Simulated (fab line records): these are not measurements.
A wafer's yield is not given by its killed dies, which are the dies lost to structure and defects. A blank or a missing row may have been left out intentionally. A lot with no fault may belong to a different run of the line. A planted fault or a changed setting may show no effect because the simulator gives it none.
Struck lot and sound lot, side by side + flow n5_finfet + 37 out of 1938 route steps
Sound: these wafers, L840.1, L840.4, L840.6. Struck: wafers L847.5, L847.6. (L847.1 of the same lot was not struck and is left out.) The cause comes at the end.
Per side, at each step with rows, come the tool, then ch with its chambers, and then its first start. Under that, the readings that differ: sound wafers + struck wafers + difference of the means + sigmas: that difference in standard deviations of wafers without a fault.
alike: same words and numbers on both sides, and readings whose means sit less than 2 such deviations apart. not compared: any withheld reading, any reading some wafer has no value for, any bound like >300 that may hide the same value, and any number with overlapping values for which the record gives no deviation.
Wherever a step has rows on one side only, a row that says differs or no value, or a row with sigmas, the two part there. When numbers do not overlap yet have no deviation, they are printed without sigmas and do not part them. A reading missing from all wafers of one side parts the sides only when that side holds two or more wafers.

first, 9 steps without rows for these wafers: N5_BEOL_M13_PRE_CLEAN_42 (time 30 s); N5_BEOL_M13_SPUTTER_43 (material TaN, target thk 15 nm, time 24.19 s); N5_BEOL_M13_SPUTTER_44 (material Ta, target thk 10 nm, time 16.13 s); N5_BEOL_M13_SPUTTER_45 (material Cu, target thk 80 nm, time 13.33 s); N5_BEOL_M13_ECD_47 (material Cu, target thk 936 nm); N5_BEOL_M13_ANNEAL_48 (time 90 s); N5_BEOL_M13_CMP_49 (polishes, stops on SiOC, t overpolish 17.1 s, target thk 420 nm); N5_BEOL_M13_PRE_CLEAN_52 (time 15 s); N5_BEOL_M13_DEP_53 (deposits SiCN from 3MS/NH3, target thk 50 nm, time 17.8 s).
N5_BEOL_M14_ILD_DEP_00: deposits SiO2 from TEOS/O2, target thk 1119.3 nm, time 237.4 s.
  sound on pecvd-01 ch 1,2, day 14 12:49; struck on pecvd-01 ch 0,1, day 17 04:08
| reading                                       | sound             | struck      | difference | sigmas |
|-----------------------------------------------|-------------------|-------------|------------|--------|
| run_length_s (s)                              | 279.7 279.6 280.3 | 266.3 266.5 | -13.5      | -20    |
| model.SiO2_of_BEOL_M14_ILD_DEP_00.thk_nm (nm) | 1086 1114 1125    | 1060 1063   | -47        |        |
  alike: heater_power_w, showerhead_plenum_p_Torr, throttle_valve_pct
N5_BEOL_M14_THK_MEAS_01:
  sound: film_metro-02 at day 14 13:01; struck: film_metro-02 at day 17 04:20
| reading          | sound          | struck    | difference | sigmas |
|------------------|----------------|-----------|------------|--------|
| M14_ILD_THK (nm) | 1086 1113 1125 | 1060 1064 | -46        | -3     |
then, 10 steps without rows for these wafers: N5_BEOL_M14_COAT_58 (time 60 s, resist thk 89 nm); N5_BEOL_M14_COAT_04 (resist thk 800 nm); N5_BEOL_M14_EBR_06; N5_BEOL_M14_SOFTBAKE_05 (time 60 s); N5_BEOL_M14_EXPOSE_07 (exposes mask V13); N5_BEOL_M14_PEB_08 (peb time 90 s); N5_BEOL_M14_DEVELOP_09 (develop time 45 s); N5_BEOL_M14_HARDBAKE_14 (time 120 s); N5_BEOL_M14_DESCUM_15 (chemistry O2, time 7.9 s); N5_BEOL_M14_ETCH_59 (etches BARC in N2/H2, target depth 89 nm, overetch 26.7 nm, time 67.9 s).
N5_BEOL_M14_VIA_ETCH_16: etches SiO2 in C4F8/O2/Ar, target depth 1231.3 nm.
  sound on rie_diel-04 ch 0,1, day 14 13:37; struck on rie_diel-05 ch 0,1, day 17 04:56
| reading                                    | sound             | struck      | difference | sigmas |
|--------------------------------------------|-------------------|-------------|------------|--------|
| oes_product_au (a.u.)                      | 0.82 0.78 0.83    | 0.72 0.65   | -0.12      | -2     |
| model.etch.depth_nm (nm)                   | 1086 1114 1125    | 1060 1063   | -47        |        |
| model.coat_of_BEOL_M14_COAT_04.thk_nm (nm) | 455.6 453.4 448.8 | 471.6 461.8 | +14.1      |        |
  alike: C4F8_flow_sccm, chamber_pressure_mTorr, drypump_motor_current_A, rf_vpp_V, showerhead_plenum_p_Torr, throttle_valve_pct
then, 13 steps without rows for these wafers: N5_BEOL_M14_STRIP_63 (strips in O2); N5_BEOL_M14_STRIP_64 (strips in O2); N5_BEOL_M14_STRIP_71 (strips in post etch residue remover, time 60 s); N5_BEOL_M14_SRD_72 (time 30 s, dry time 30 s); N5_BEOL_M14_COAT_65 (time 60 s, resist thk 450 nm); N5_BEOL_M14_COAT_66 (time 60 s, resist thk 110 nm); N5_BEOL_M14_COAT_22 (resist thk 300 nm); N5_BEOL_M14_EBR_24; N5_BEOL_M14_SOFTBAKE_23 (time 60 s); N5_BEOL_M14_EXPOSE_25 (exposes mask M14, target cd 280 nm); N5_BEOL_M14_PEB_26 (peb time 90 s); N5_BEOL_M14_DEVELOP_27 (develop time 45 s); N5_BEOL_M14_HARDBAKE_32 (time 120 s).
N5_BEOL_M14_CMP_49: polishes, stops on SiO2, t overpolish 5.2 s, target thk 560 nm.
  sound on cmp-02 ch 1,2, day 14 19:07; struck on cmp-04 ch 0,3, day 17 08:45
| reading                                       | sound          | struck      | difference | sigmas |
|-----------------------------------------------|----------------|-------------|------------|--------|
| model.SiO2_of_BEOL_M14_ILD_DEP_00.thk_nm (nm) | 1009 1037 1047 | 982.6 985.2 | -47.1      |        |
  alike: head_pressure_psi, motor_current_A, retaining_ring_pressure_frac
following that, these wafers have no rows for 1 step: N5_PASSIVATION_PROBE_49.

== WHERE THEY PART ==
First at N5_BEOL_M14_ILD_DEP_00; last, within this record, at N5_BEOL_M14_VIA_ETCH_16. Later steps at which nothing parts them and some readings are alike: N5_BEOL_M14_CMP_49.

WHY: whatever the simulator had introduced
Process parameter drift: pecvd-01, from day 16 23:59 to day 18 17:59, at N5_BEOL_M14_ILD_DEP_00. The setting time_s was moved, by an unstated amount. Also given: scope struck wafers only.
